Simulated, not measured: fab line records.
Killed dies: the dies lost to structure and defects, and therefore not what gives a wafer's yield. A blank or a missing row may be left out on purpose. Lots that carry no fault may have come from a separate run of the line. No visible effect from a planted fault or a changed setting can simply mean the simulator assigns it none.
Which of the tools did it? + flow n5_finfet + Sampling: 12 lots, 36 wafers, 6 of 1938 route steps

== WHAT THE GAUGES SHOWED, per wafer ==
N5_GATE_CUT_INSPECT_26: inspects for defects (darkfield).
| lot  | measured     | on                | raw_defect_count |
|------|--------------|-------------------|------------------|
| L075 | day 4 19:03  | defect_inspect-01 | 26 38 34         |
| L077 | day 5 10:47  | defect_inspect-01 | 22 29 37         |
| L079 | day 5 20:05  | defect_inspect-02 | 21 37 13         |
| L081 | day 6 07:05  | defect_inspect-01 | 34 61 34         |
| L083 | day 6 19:32  | defect_inspect-02 | 42 25 30         |
| L085 | day 7 14:42  | defect_inspect-01 | 36 53 15         |
| L087 | day 8 18:15  | defect_inspect-01 | 30 36 61         |
| L089 | day 8 21:57  | defect_inspect-02 | 24 36 28         |
| L091 | day 9 03:25  | defect_inspect-01 | 33 22 74         |
| L093 | day 9 12:10  | defect_inspect-01 | 50 42 35         |
| L095 | day 9 23:41  | defect_inspect-01 | 37 49 55         |
| L097 | day 10 17:33 | defect_inspect-01 | 35 115 30        |

== EACH LOT AND THE TOOL THAT RAN IT (in order: tool; ch and the chambers of the sampled wafers; start) ==
| lot  | N5_GATE_CUT_STRIP_59              | N5_GATE_CUT_CMP_02            | N5_GATE_CUT_ETCH_36                | N5_GATE_CUT_VAPOR_ETCH_51         | N5_GATE_CUT_CMP_43            |
|------|-----------------------------------|-------------------------------|------------------------------------|-----------------------------------|-------------------------------|
| L075 | rie_diel-04 ch 0,1, day 4 12:24   | cmp-03 ch 0,1,2, day 4 14:53  | rie_diel-01 ch 0,2,3, day 4 15:44  | rie_metal-01 ch 0,1, day 4 16:20  | cmp-01 ch 1,3, day 4 18:25    |
| L077 | rie_diel-04 ch 1,2,3, day 5 01:52 | cmp-02 ch 0,1,2, day 5 05:44  | rie_diel-01 ch 1,2,3, day 5 06:43  | rie_metal-03 ch 0,1, day 5 07:17  | cmp-02 ch 1,2,3, day 5 10:10  |
| L079 | rie_diel-04 ch 1,2, day 5 13:19   | cmp-02 ch 0,1,2, day 5 15:52  | rie_diel-01 ch 0,1, day 5 16:46    | rie_metal-03 ch 0,1, day 5 17:21  | cmp-02 ch 1,2, day 5 19:22    |
| L081 | rie_diel-01 ch 0,1,3, day 6 00:17 | cmp-02 ch 0,3, day 6 02:46    | rie_diel-03 ch 1,3, day 6 03:43    | rie_metal-01 ch 0,1, day 6 04:18  | cmp-03 ch 0,1,2, day 6 06:22  |
| L083 | rie_diel-04 ch 1,2, day 6 12:54   | cmp-01 ch 0,1,3, day 6 15:27  | rie_diel-03 ch 2,3, day 6 16:13    | rie_metal-03 ch 0,1, day 6 16:48  | cmp-02 ch 0,2,3, day 6 19:04  |
| L085 | rie_diel-01 ch 1,2, day 7 07:52   | cmp-03 ch 0,1,3, day 7 10:21  | rie_diel-04 ch 0,1,3, day 7 11:23  | rie_metal-03 ch 0,1, day 7 11:58  | cmp-01 ch 0,1,3, day 7 13:59  |
| L087 | rie_diel-01 ch 0,1,2, day 8 10:58 | cmp-02 ch 0,1,2, day 8 14:01  | rie_diel-01 ch 0,1, day 8 14:49    | rie_metal-02 ch 0,1, day 8 15:23  | cmp-03 ch 0,3, day 8 17:32    |
| L089 | rie_diel-01 ch 0,2,3, day 8 12:56 | cmp-02 ch 0,1,2, day 8 16:11  | rie_diel-03 ch 1,3, day 8 17:00    | rie_metal-03 ch 0,1, day 8 17:35  | cmp-01 ch 0,2,3, day 8 21:14  |
| L091 | rie_diel-04 ch 0,1, day 8 18:05   | cmp-03 ch 0,2,3, day 8 23:16  | rie_diel-03 ch 1,2,3, day 9 00:07  | rie_metal-01 ch 0,1, day 9 00:41  | cmp-01 ch 0,3, day 9 02:42    |
| L093 | rie_diel-04 ch 0,1, day 9 05:01   | cmp-03 ch 0,1,2, day 9 07:59  | rie_diel-03 ch 0,3, day 9 08:48    | rie_metal-01 ch 0,1, day 9 09:23  | cmp-02 ch 0,1,2, day 9 11:31  |
| L095 | rie_diel-01 ch 0,2,3, day 9 17:03 | cmp-02 ch 0,2,3, day 9 19:35  | rie_diel-04 ch 0,2,3, day 9 20:23  | rie_metal-03 ch 0,1, day 9 20:58  | cmp-02 ch 1,2,3, day 9 22:59  |
| L097 | rie_diel-04 ch 0,2, day 10 10:20  | cmp-03 ch 1,2,3, day 10 12:54 | rie_diel-03 ch 0,2,3, day 10 14:04 | rie_metal-01 ch 0,1, day 10 14:38 | cmp-03 ch 1,2,3, day 10 16:50 |
- N5_GATE_CUT_STRIP_59: strips in N2/H2, time 20 s.
- N5_GATE_CUT_CMP_02: polishes, stops on SiO2, t overpolish 12.7 s, target thk 0 nm.
- N5_GATE_CUT_ETCH_36: etches SiARC in CF4, target depth 13 nm, time 21.7 s.
- N5_GATE_CUT_VAPOR_ETCH_51: etches HfO2 in BCl3/Cl2.
- N5_GATE_CUT_CMP_43: polishes SiO2.

== THE ANSWER, worked out from the rows above alone ==
Rule: usual is defined by the lots themselves. Put in order of their means at a reading, lots are off if they are a third of the lots or fewer, leave a main group of 4 or more, and stand apart from it by a gap of 3 or more times the standard deviation of the main group's means; of several such gaps the widest counts. Not used: any main group whose means are identical at the precision the tables above print for the reading. A lot without any number at a reading at which 4 lots or more have one is off too. All remaining lots with rows at the step are treated as sound.
Nothing can be told from this: no lot is off at any reading shown.

== WHAT THE SIMULATOR HAD PUT IN ==
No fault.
